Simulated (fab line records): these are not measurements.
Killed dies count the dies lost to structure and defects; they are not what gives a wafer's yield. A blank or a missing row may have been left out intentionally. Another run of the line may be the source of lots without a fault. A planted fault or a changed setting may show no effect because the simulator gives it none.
What tool caused it?	flow nand harc	72 wafers from 24 lots sampled at 3 of the route's 1159 steps

## WHAT THE GAUGES READ, wafer by wafer
NHARC_A_SGD_CUT_THK_MEAS_22: measures by ellipsometry. Usual: thk nm 147.7 nm, standard deviation 1.4.
lot	measured	on	thk nm (nm)	flag
L074	day 13 11:34	film metro-02	150.2 149.0 148.9	
L076	day 14 02:19	film metro-02	147.3 150.4 147.9	
L075	day 14 02:19	film metro-02	145.8 146.4 146.1	
L077	day 14 15:26	film metro-01	146.9 148.9 148.7	
L078	day 14 15:26	film metro-01	146.7 149.0 147.9	
L079	day 15 10:02	film metro-02	145.8 147.9 147.8	
L081	day 15 10:04	film metro-01	148.6 148.9 148.1	
L080	day 15 10:04	film metro-02	148.3 150.2 147.3	
L082	day 16 06:02	film metro-01	147.1 144.3 148.9	
L083	day 16 06:02	film metro-02	146.7 149.3 148.6	
L084	day 16 12:12	film metro-01	146.5 149.1 148.8	
L088	day 17 00:25	film metro-01	149.7 147.2 146.8	
L087	day 17 00:25	film metro-02	147.1 145.5 148.8	
L086	day 17 10:14	film metro-01	146.7 149.5 146.3	
L089	day 17 10:14	film metro-02	148.6 145.1 147.3	
L085	day 17 10:23	film metro-02	147.7 147.6 151.4	
L090	day 18 10:20	film metro-01	148.2 149.3 149.5	
L091	day 18 10:20	film metro-02	145.4 146.6 147.2	
L092	day 18 10:25	film metro-02	147.4 148.0 147.6	
L093	day 18 18:58	film metro-01	149.0 149.3 149.9	
L094	day 19 08:28	film metro-01	146.2 147.2 146.7	
L097	day 19 08:28	film metro-01	147.8 146.5 146.6	
L096	day 19 12:33	film metro-01	148.5 146.8 147.2	
L095	day 19 16:08	film metro-02	147.4 146.9 147.3	

NHARC_A_SLIT_CD_MEAS_21. Usual: cd nm 289.6 nm, standard deviation 0.9.
lot	measured	on	cd nm (nm)	flag
L074	day 14 05:37	cd sem-02	290.2 290.4 289.8	
L076	day 14 09:27	cd sem-03	290.3 290.5 289.8	
L075	day 14 11:10	cd sem-02	290.7 290.5 290.6	
L077	day 14 22:35	cd sem-03	288.9 288.5 289.1	
L078	day 14 23:06	cd sem-01	290.7 289.2 290.1	
L079	day 15 17:07	cd sem-01	290.0 289.3 289.8	
L081	day 15 19:42	cd sem-01	290.1 289.4 288.9	
L080	day 15 18:47	cd sem-01	290.6 289.6 289.7	
L082	day 16 15:18	cd sem-02	288.7 287.6 289.5	
L083	day 16 16:04	cd sem-03	290.1 289.5 290.0	
L084	day 16 23:35	cd sem-02	288.6 290.1 289.3	
L088	day 17 07:49	cd sem-01	289.4 289.2 289.4	
L087	day 17 09:31	cd sem-01	290.4 289.3 291.0	
L086	day 17 21:08	cd sem-03	288.8 290.3 290.7	
L089	day 17 19:11	cd sem-03	289.2 290.2 290.5	
L085	day 17 22:31	cd sem-01	288.3 289.5 289.4	
L090	day 18 17:33	cd sem-01	288.9 289.2 289.1	
L091	day 18 18:59	cd sem-03	288.7 288.5 288.9	
L092	day 18 19:20	cd sem-03	287.3 286.1 287.5	
L093	day 19 02:07	cd sem-03	289.7 290.1 289.1	
L094	day 19 18:07	cd sem-03	289.7 287.5 288.5	
L097	day 19 17:55	cd sem-03	290.0 289.7 289.1	
L096	day 19 19:55	cd sem-03	289.5 290.0 289.4	
L095	day 19 23:22	cd sem-01	290.3 290.1 289.9	

## WHICH TOOL RAN EACH LOT (tool, then ch and the chambers of the sampled wafers, then the start)
lot	NHARC_A_SGD_CUT_STRIP_28
L074	rie diel-10 ch 0,2,3, day 14 05:37 or earlier
L076	rie diel-10 ch 1,3, day 14 09:27 or earlier
L075	rie diel-07 ch 1,3, day 14 11:10 or earlier
L077	rie diel-11 ch 0,2,3, day 14 22:35 or earlier
L078	rie diel-10 ch 1,2, day 14 23:06 or earlier
L079	rie diel-11 ch 0,2,3, day 15 17:07 or earlier
L081	rie diel-07 ch 0,1,2, day 15 19:42 or earlier
L080	rie diel-10 ch 1,2,3, day 15 18:47 or earlier
L082	rie diel-11 ch 0,1,2, day 16 15:18 or earlier
L083	rie diel-07 ch 1,2, day 16 16:04 or earlier
L084	rie diel-10 ch 2,3, day 16 12:36
L088	rie diel-10 ch 1,2,3, day 17 07:49 or earlier
L087	rie diel-07 ch 0,1,3, day 17 09:31 or earlier
L086	rie diel-11 ch 2,3, day 17 10:38
L089	rie diel-10 ch 0,3, day 17 19:11 or earlier
L085	rie diel-07 ch 0,1,2, day 17 10:47
L090	rie diel-10 ch 0,1,2, day 18 17:33 or earlier
L091	rie diel-07 ch 2,3, day 18 10:44
L092	rie diel-10 ch 1,2,3, day 18 19:20 or earlier
L093	rie diel-11 ch 0,1,3, day 19 02:07 or earlier
L094	rie diel-07 ch 1,2,3, day 19 08:52
L097	rie diel-10 ch 1,2,3, day 19 17:55 or earlier
L096	rie diel-10 ch 0,1,2, day 19 19:55 or earlier
L095	rie diel-11 ch 2,3, day 19 23:22 or earlier
- NHARC_A_SGD_CUT_STRIP_28: strips in O2, time 20 s.

## AS READ BY THE TOOLS THEMSELVES (means over the sampled wafers that have a number; for cases with no such wafer, the mark the record gives instead)
NHARC_A_SGD_CUT_STRIP_28. Usual: chamber pressure mTorr 59.99 mTorr, standard deviation 0.054; drypump motor current A 5.5 A, standard deviation 0.4; oes product au 1.001 a.u., standard deviation 0.0093; rf vpp V 57.9 V, standard deviation 0.89; showerhead plenum p Torr 3.54 Torr, standard deviation 0.15; throttle valve pct 17.037 %, standard deviation 0.0085.
lot	tool	chamber pressure mTorr (mTorr)	drypump motor current A (A)	oes product au (a.u.)	rf vpp V (V)	showerhead plenum p Torr (Torr)	throttle valve pct (%)	flag
L074	rie diel-10	60.05	5.4	1.001	57.7	3.52	17.045	
L076	rie diel-10	60.01	5.5	1.011	58.7	3.65	17.028	
L075	rie diel-07	59.97	5.2	1.006	57.7	3.51	17.033	
L077	rie diel-11	60.08	6.1	0.994	58.3	3.52	17.045	
L078	rie diel-10	60.00	5.4	1.001	58.1	3.52	17.039	
L079	rie diel-11	59.98	6.1	0.981	56.8	3.52	17.039	
L081	rie diel-07	59.96	5.5	1.001	57.4	3.49	17.036	
L080	rie diel-10	60.03	5.5	1.003	58.0	3.53	17.032	
L082	rie diel-11	59.97	6.0	1.003	58.1	3.51	17.037	
L083	rie diel-07	59.95	5.3	1.007	57.3	3.41	17.036	
L084	rie diel-10	60.01	5.5	0.994	57.5	3.40	17.034	
L088	rie diel-10	60.01	5.5	0.997	58.1	3.52	17.041	
L087	rie diel-07	59.99	5.5	1.003	57.8	3.54	17.043	
L086	rie diel-11	59.96	5.8	0.993	57.4	3.61	17.036	
L089	rie diel-10	59.99	5.5	1.003	58.1	3.52	17.045	
L085	rie diel-07	59.96	5.6	1.002	58.1	3.49	17.042	
L090	rie diel-10	59.98	5.4	1.001	58.2	3.64	17.033	
L091	rie diel-07	59.92	5.4	1.012	58.6	3.47	17.032	
L092	rie diel-10	60.00	5.5	1.000	57.3	3.52	17.034	
L093	rie diel-11	60.01	6.0	0.993	57.5	3.49	17.037	
L094	rie diel-07	60.05	5.2	1.014	57.5	3.45	17.040	
L097	rie diel-10	59.98	5.5	0.999	57.4	3.52	17.035	
L096	rie diel-10	59.96	5.3	1.013	57.4	3.63	17.031	
L095	rie diel-11	60.00	5.8	0.996	57.8	3.59	17.033	

## THE ANSWER, worked out from the rows above alone
Rule: lot off if the mean of its wafers having a number is beyond 3 standard deviations from the usual mean. A lot without any number at a reading at which 4 lots or more have one is off too. All remaining lots with rows at the step are treated as sound. The gauges are gone through in route order, then the tools' own readings, and for those a lot's mean is taken as printed above. At the first step where some lot is off, the reading lying furthest off is the one used; lots without a number count as furthest.
Nothing can be told from this: no lot is off at any reading shown.

## WHAT THE SIMULATOR HAD PUT IN
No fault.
